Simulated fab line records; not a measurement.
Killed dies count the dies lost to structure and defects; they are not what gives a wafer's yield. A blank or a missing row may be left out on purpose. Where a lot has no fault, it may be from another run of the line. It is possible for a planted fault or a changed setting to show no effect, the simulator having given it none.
Split-lot trial / flow n5Finfet / 7 lots, 39 wafers read, on a route of 1938 steps

## ON THE SPLIT
At N5_BEOL_M9_PECVD_70 (deposits SiO2 from TEOS/O2, target thk 20 nm, time 22.7 s), the setting timeS was moved away from the recipe's 22.7 s on 15 of the 39 wafers read, by -40.3% to +23.7%. All remaining wafers had this setting at the recipe value.

The split's own step is where the reading is taken.

## THE READING
SiO2_of_BEOL_M9_PECVD_70.thkNm (the simulator's own value, which no gauge read), in nm, at N5_BEOL_M9_PECVD_70 (deposits SiO2 from TEOS/O2, target thk 20 nm, time 22.7 s). The file gives no usual value for it. The 24 wafers here that ran the recipe average 20.0 nm, standard deviation 0.23 nm.

wafer=L076.1; tool, chamber at the split=pecvd-01, 0; timeS as run, s=13.55; against the recipe=-40.3%; SiO2_of_BEOL_M9_PECVD_70.thkNm, nm=11.8; against lot-mates on the recipe=-8.1
wafer=L076.2; tool, chamber at the split=pecvd-01, 2; timeS as run, s=22.7; against the recipe=recipe; SiO2_of_BEOL_M9_PECVD_70.thkNm, nm=20; against lot-mates on the recipe=-
wafer=L076.3; tool, chamber at the split=pecvd-01, 1; timeS as run, s=22.7; against the recipe=recipe; SiO2_of_BEOL_M9_PECVD_70.thkNm, nm=19.6; against lot-mates on the recipe=-
wafer=L076.4; tool, chamber at the split=pecvd-01, 1; timeS as run, s=13.55; against the recipe=-40.3%; SiO2_of_BEOL_M9_PECVD_70.thkNm, nm=12; against lot-mates on the recipe=-7.9
wafer=L076.5; tool, chamber at the split=pecvd-01, 2; timeS as run, s=13.55; against the recipe=-40.3%; SiO2_of_BEOL_M9_PECVD_70.thkNm, nm=12.2; against lot-mates on the recipe=-7.7
wafer=L076.6; tool, chamber at the split=pecvd-01, 0; timeS as run, s=22.7; against the recipe=recipe; SiO2_of_BEOL_M9_PECVD_70.thkNm, nm=20.2; against lot-mates on the recipe=-
wafer=L079.1; tool, chamber at the split=pecvd-04, 1; timeS as run, s=22.7; against the recipe=recipe; SiO2_of_BEOL_M9_PECVD_70.thkNm, nm=20; against lot-mates on the recipe=-
wafer=L079.2; tool, chamber at the split=pecvd-04, 0,2; timeS as run, s=22.7; against the recipe=recipe; SiO2_of_BEOL_M9_PECVD_70.thkNm, nm=20.2; against lot-mates on the recipe=-
wafer=L079.4; tool, chamber at the split=pecvd-04, 0,2; timeS as run, s=22.7; against the recipe=recipe; SiO2_of_BEOL_M9_PECVD_70.thkNm, nm=20.2; against lot-mates on the recipe=-
wafer=L079.3; tool, chamber at the split=pecvd-04, 2; timeS as run, s=16.19; against the recipe=-28.7%; SiO2_of_BEOL_M9_PECVD_70.thkNm, nm=14.4; against lot-mates on the recipe=-5.7
wafer=L079.5; tool, chamber at the split=pecvd-04, 0; timeS as run, s=16.19; against the recipe=-28.7%; SiO2_of_BEOL_M9_PECVD_70.thkNm, nm=14.8; against lot-mates on the recipe=-5.3
wafer=L079.6; tool, chamber at the split=pecvd-04, 1; timeS as run, s=16.19; against the recipe=-28.7%; SiO2_of_BEOL_M9_PECVD_70.thkNm, nm=14.6; against lot-mates on the recipe=-5.5
wafer=L085.1; tool, chamber at the split=pecvd-01, 2,0; timeS as run, s=22.7; against the recipe=recipe; SiO2_of_BEOL_M9_PECVD_70.thkNm, nm=19.6; against lot-mates on the recipe=-
wafer=L085.2; tool, chamber at the split=pecvd-01, 2,0; timeS as run, s=22.7; against the recipe=recipe; SiO2_of_BEOL_M9_PECVD_70.thkNm, nm=19.6; against lot-mates on the recipe=-
wafer=L085.3; tool, chamber at the split=pecvd-01, 0; timeS as run, s=22.7; against the recipe=recipe; SiO2_of_BEOL_M9_PECVD_70.thkNm, nm=19.8; against lot-mates on the recipe=-
wafer=L085.4; tool, chamber at the split=pecvd-01, 2,0; timeS as run, s=22.7; against the recipe=recipe; SiO2_of_BEOL_M9_PECVD_70.thkNm, nm=20; against lot-mates on the recipe=-
wafer=L085.5; tool, chamber at the split=pecvd-01, 2,0; timeS as run, s=22.7; against the recipe=recipe; SiO2_of_BEOL_M9_PECVD_70.thkNm, nm=20; against lot-mates on the recipe=-
wafer=L085.6; tool, chamber at the split=pecvd-01, 2; timeS as run, s=22.7; against the recipe=recipe; SiO2_of_BEOL_M9_PECVD_70.thkNm, nm=20.2; against lot-mates on the recipe=-
wafer=L083.1; tool, chamber at the split=pecvd-04, 1; timeS as run, s=22.7; against the recipe=recipe; SiO2_of_BEOL_M9_PECVD_70.thkNm, nm=20; against lot-mates on the recipe=-
wafer=L083.2; tool, chamber at the split=pecvd-04, 0,2; timeS as run, s=22.7; against the recipe=recipe; SiO2_of_BEOL_M9_PECVD_70.thkNm, nm=20.2; against lot-mates on the recipe=-
wafer=L083.3; tool, chamber at the split=pecvd-04, 0,2; timeS as run, s=22.7; against the recipe=recipe; SiO2_of_BEOL_M9_PECVD_70.thkNm, nm=20.2; against lot-mates on the recipe=-
wafer=L083.4; tool, chamber at the split=pecvd-04, 1,0,2; timeS as run, s=27.31; against the recipe=+20.3%; SiO2_of_BEOL_M9_PECVD_70.thkNm, nm=24.4; against lot-mates on the recipe=+4.3
wafer=L083.5; tool, chamber at the split=pecvd-04, 1,0,2; timeS as run, s=27.31; against the recipe=+20.3%; SiO2_of_BEOL_M9_PECVD_70.thkNm, nm=24.4; against lot-mates on the recipe=+4.3
wafer=L083.6; tool, chamber at the split=pecvd-04, 1,0,2; timeS as run, s=27.31; against the recipe=+20.3%; SiO2_of_BEOL_M9_PECVD_70.thkNm, nm=24.4; against lot-mates on the recipe=+4.3
wafer=L084.1; tool, chamber at the split=pecvd-04, 2,1; timeS as run, s=22.7; against the recipe=recipe; SiO2_of_BEOL_M9_PECVD_70.thkNm, nm=20; against lot-mates on the recipe=-
wafer=L084.4; tool, chamber at the split=pecvd-04, 2,1; timeS as run, s=22.7; against the recipe=recipe; SiO2_of_BEOL_M9_PECVD_70.thkNm, nm=20; against lot-mates on the recipe=-
wafer=L084.2; tool, chamber at the split=pecvd-04, 1; timeS as run, s=16.81; against the recipe=-25.9%; SiO2_of_BEOL_M9_PECVD_70.thkNm, nm=14.8; against lot-mates on the recipe=-5.3
wafer=L084.3; tool, chamber at the split=pecvd-04, 0,2; timeS as run, s=16.81; against the recipe=-25.9%; SiO2_of_BEOL_M9_PECVD_70.thkNm, nm=15; against lot-mates on the recipe=-5.1
wafer=L084.5; tool, chamber at the split=pecvd-04, 0,2; timeS as run, s=16.81; against the recipe=-25.9%; SiO2_of_BEOL_M9_PECVD_70.thkNm, nm=15; against lot-mates on the recipe=-5.1
wafer=L084.6; tool, chamber at the split=pecvd-04, 0; timeS as run, s=22.7; against the recipe=recipe; SiO2_of_BEOL_M9_PECVD_70.thkNm, nm=20.2; against lot-mates on the recipe=-
wafer=L094.1; tool, chamber at the split=pecvd-04, 1; timeS as run, s=22.7; against the recipe=recipe; SiO2_of_BEOL_M9_PECVD_70.thkNm, nm=19.8; against lot-mates on the recipe=-
wafer=L094.3; tool, chamber at the split=pecvd-04, 0,2; timeS as run, s=22.7; against the recipe=recipe; SiO2_of_BEOL_M9_PECVD_70.thkNm, nm=20.2; against lot-mates on the recipe=-
wafer=L094.5; tool, chamber at the split=pecvd-04, 0,2; timeS as run, s=22.7; against the recipe=recipe; SiO2_of_BEOL_M9_PECVD_70.thkNm, nm=20.2; against lot-mates on the recipe=-
wafer=L095.1; tool, chamber at the split=pecvd-04, 1; timeS as run, s=22.7; against the recipe=recipe; SiO2_of_BEOL_M9_PECVD_70.thkNm, nm=19.6; against lot-mates on the recipe=-
wafer=L095.2; tool, chamber at the split=pecvd-04, 0; timeS as run, s=22.7; against the recipe=recipe; SiO2_of_BEOL_M9_PECVD_70.thkNm, nm=20.2; against lot-mates on the recipe=-
wafer=L095.3; tool, chamber at the split=pecvd-04, 2; timeS as run, s=28.08; against the recipe=+23.7%; SiO2_of_BEOL_M9_PECVD_70.thkNm, nm=24.2; against lot-mates on the recipe=+4.1
wafer=L095.4; tool, chamber at the split=pecvd-04, 1,2; timeS as run, s=28.08; against the recipe=+23.7%; SiO2_of_BEOL_M9_PECVD_70.thkNm, nm=24.4; against lot-mates on the recipe=+4.3
wafer=L095.5; tool, chamber at the split=pecvd-04, 1,2; timeS as run, s=28.08; against the recipe=+23.7%; SiO2_of_BEOL_M9_PECVD_70.thkNm, nm=24.4; against lot-mates on the recipe=+4.3
wafer=L095.6; tool, chamber at the split=pecvd-04, 0; timeS as run, s=22.7; against the recipe=recipe; SiO2_of_BEOL_M9_PECVD_70.thkNm, nm=20.4; against lot-mates on the recipe=-
If several chambers appear in one row, that row covers several wafers at once and the file leaves open which wafer was in which chamber.

FIT RESULTS
A straight line over all 39 wafers: SiO2_of_BEOL_M9_PECVD_70.thkNm changes by +0.196 nm for each +1% of timeS; r = +1.00; the points scatter about the line by 0.26 nm.
The same after taking each lot's own level away (the mean of its wafers on the recipe; 39 wafers): +0.195 nm for each +1%; r = +1.00; scatter 0.23 nm.
According to that fit, moving timeS by its largest amount changes the reading by 7.9 nm.
Across the lots, their own levels run from 19.87 to 20.13 nm, a range of 1.2 times the standard deviation given above.
The two slopes are in agreement: the lot-to-lot level therefore moves the slope only a little.
Check: -7.83 nm against its lot-mates is what the line predicts for one of the wafers moved furthest among these (-40.3%) when that wafer is left out of the fit. It came out at -8.13 nm against them.

## OTHER SPLITS ON THESE WAFERS
Before the reading, these wafers also passed through other splits. Each is held against what the fit with the lots' levels taken away leaves over:
other split on the same wafers=N5_BEOL_M5_TRENCH_ETCH_37 targetDepthA; wafers away from the commonest value=6; r with SiO2_of_BEOL_M9_PECVD_70.thkNm (lot level and that fit taken away)=+0.24
other split on the same wafers=N5_BEOL_M7_ILD_DEP_00 timeS; wafers away from the commonest value=6; r with SiO2_of_BEOL_M9_PECVD_70.thkNm (lot level and that fit taken away)=+0.00

## FILE'S OWN FIT
SiO2_of_BEOL_M9_PECVD_70.thkNm changes by +0.195 nm for each +1% of timeS, r = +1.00.
